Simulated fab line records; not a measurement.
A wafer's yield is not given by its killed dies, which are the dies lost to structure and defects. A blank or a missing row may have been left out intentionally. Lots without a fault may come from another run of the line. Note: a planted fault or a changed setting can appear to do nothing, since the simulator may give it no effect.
Split-lot study	flow n5-finfet	39 wafers read from 7 lots, route of 1938 steps

== THE SPLIT ITSELF ==
At N5_FIN_SAQP_HM_DEP_72 (deposits SiO2 from SiH4/N2O, target thk 12 nm, time 7.2 s), the setting target-thk-a was moved away from the recipe's 120 angstrom on 9 of the 39 wafers read, by -13.3% to +4.2%. For the rest of the wafers, this setting stayed at what the recipe calls for.

== FROM THE SPLIT TO THE READING: what the file shows between them, 4 steps ==
- N5_FIN_SAQP_COAT_49: time 60 s, resist thk 100 nm
- N5_FIN_SAQP_COAT_50: time 60 s, resist thk 35 nm
- N5_FIN_SAQP_ETCH_52: etches SOC in N2/H2, target depth 100 nm, overetch 20 nm, time 150 s
- N5_FIN_SAQP_STRIP_53: strips in N2/H2

== THE READING ==
etch.depth-nm (the simulator's own value, which no gauge read), in nm, at N5_FIN_SAQP_HM_OPEN_73 (chemistry CHF3/O2, target SiO2, stops on a-Si, target depth 12 nm, time 16.8 s). The file gives no usual value for it. Average 11.85 nm, standard deviation 0.16 nm, over the 30 wafers here run with the recipe.

wafer	tool, chamber at the split	target-thk-a as run, angstrom	against the recipe	etch.depth-nm, nm	against lot-mates on the recipe
L074.1	pecvd-02, 0	112.9	-5.9%	11.15	-0.72
L074.2	pecvd-02, 1	120	recipe	11.73	-
L074.3	pecvd-02, 2	112.9	-5.9%	11.18	-0.69
L074.4	pecvd-02, 0	120	recipe	11.83	-
L074.5	pecvd-02, 2	120	recipe	12.04	-
L074.6	pecvd-02, 1	112.9	-5.9%	11.23	-0.64
L080.1	pecvd-04, 1	104.1	-13.3%	10.17	-1.87
L080.2	pecvd-04, 2	104.1	-13.3%	10.48	-1.56
L080.3	pecvd-04, 0	104.1	-13.3%	10.33	-1.71
L080.4	pecvd-04, 0	120	recipe	12.06	-
L080.5	pecvd-04, 1	120	recipe	11.98	-
L080.6	pecvd-04, 2	120	recipe	12.09	-
L082.1	pecvd-04, 2	120	recipe	11.81	-
L082.2	pecvd-04, 1	120	recipe	11.68	-
L082.3	pecvd-04, 0	120	recipe	11.94	-
L082.4	pecvd-04, 2	120	recipe	11.84	-
L082.5	pecvd-04, 0	120	recipe	12	-
L082.6	pecvd-04, 1	120	recipe	11.83	-
L083.1	pecvd-02, 1	120	recipe	11.71	-
L083.2	pecvd-02, 0	120	recipe	11.67	-
L083.4	pecvd-02, 1	120	recipe	11.88	-
L085.1	pecvd-02, 1	120	recipe	11.76	-
L085.2	pecvd-02, 2	120	recipe	11.84	-
L085.3	pecvd-02, 0	120	recipe	11.68	-
L085.4	pecvd-02, 1	120	recipe	11.86	-
L085.5	pecvd-02, 0	120	recipe	11.77	-
L085.6	pecvd-02, 2	120	recipe	12.11	-
L087.1	pecvd-02, 1	125.1	+4.2%	12.38	+0.39
L087.2	pecvd-02, 0	125.1	+4.2%	12.3	+0.31
L087.3	pecvd-02, 2	120	recipe	11.92	-
L087.4	pecvd-02, 1	120	recipe	12.03	-
L087.5	pecvd-02, 0	125.1	+4.2%	12.4	+0.41
L087.6	pecvd-02, 2	120	recipe	12.02	-
L092.1	pecvd-02, 2	120	recipe	11.47	-
L092.2	pecvd-02, 0	120	recipe	11.66	-
L092.3	pecvd-02, 1	120	recipe	11.67	-
L092.4	pecvd-02, 2	120	recipe	12.15	-
L092.5	pecvd-02, 1	120	recipe	11.77	-
L092.6	pecvd-02, 0	120	recipe	11.78	-

THE FIT
A straight line over all 39 wafers: etch.depth-nm changes by +0.115 nm for each +1% of target-thk-a; r = +0.95; the points scatter about the line by 0.15 nm.
The same after taking each lot's own level away (the mean of its wafers on the recipe; 39 wafers): +0.123 nm for each +1%; r = +0.97; scatter 0.13 nm.
That fit puts the effect of the largest move of target-thk-a on the reading at 1.6 nm.
Measured against the standard deviation above, the lots' own levels, which go from 11.750 to 12.043 nm, span 1.8 times it.
The two slopes are in agreement: the lot-to-lot level therefore moves the slope only a little.
Check: for one of the wafers moved furthest among these (-13.3%), held out of the fit, the line's prediction against its lot-mates is -1.57 nm. It came out at -1.87 nm against them.

== THE WHOLE CHAIN: every reading that the file lists as answering this split, in the file's order ==
step	what it does	reading	change (the file's fit)	r (the file's)
N5_FIN_SAQP_HM_DEP_72	deposits SiO2 from SiH4/N2O, target thk 12 nm, time 7.2 s	SiO2_of_FIN_SAQP_HM_DEP_72.thk-nm (the simulator's own value, which no gauge read)	+0.124 nm for each +1% of the setting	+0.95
N5_FIN_SAQP_HM_OPEN_73	chemistry CHF3/O2, target SiO2, stops on a-Si, target depth 12 nm, time 16.8 s	etch.depth-nm (the simulator's own value, which no gauge read)	+0.124 nm for each +1% of the setting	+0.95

== FILE'S OWN FIT ==
etch.depth-nm changes by +0.124 nm for each +1% of target-thk-a, r = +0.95.
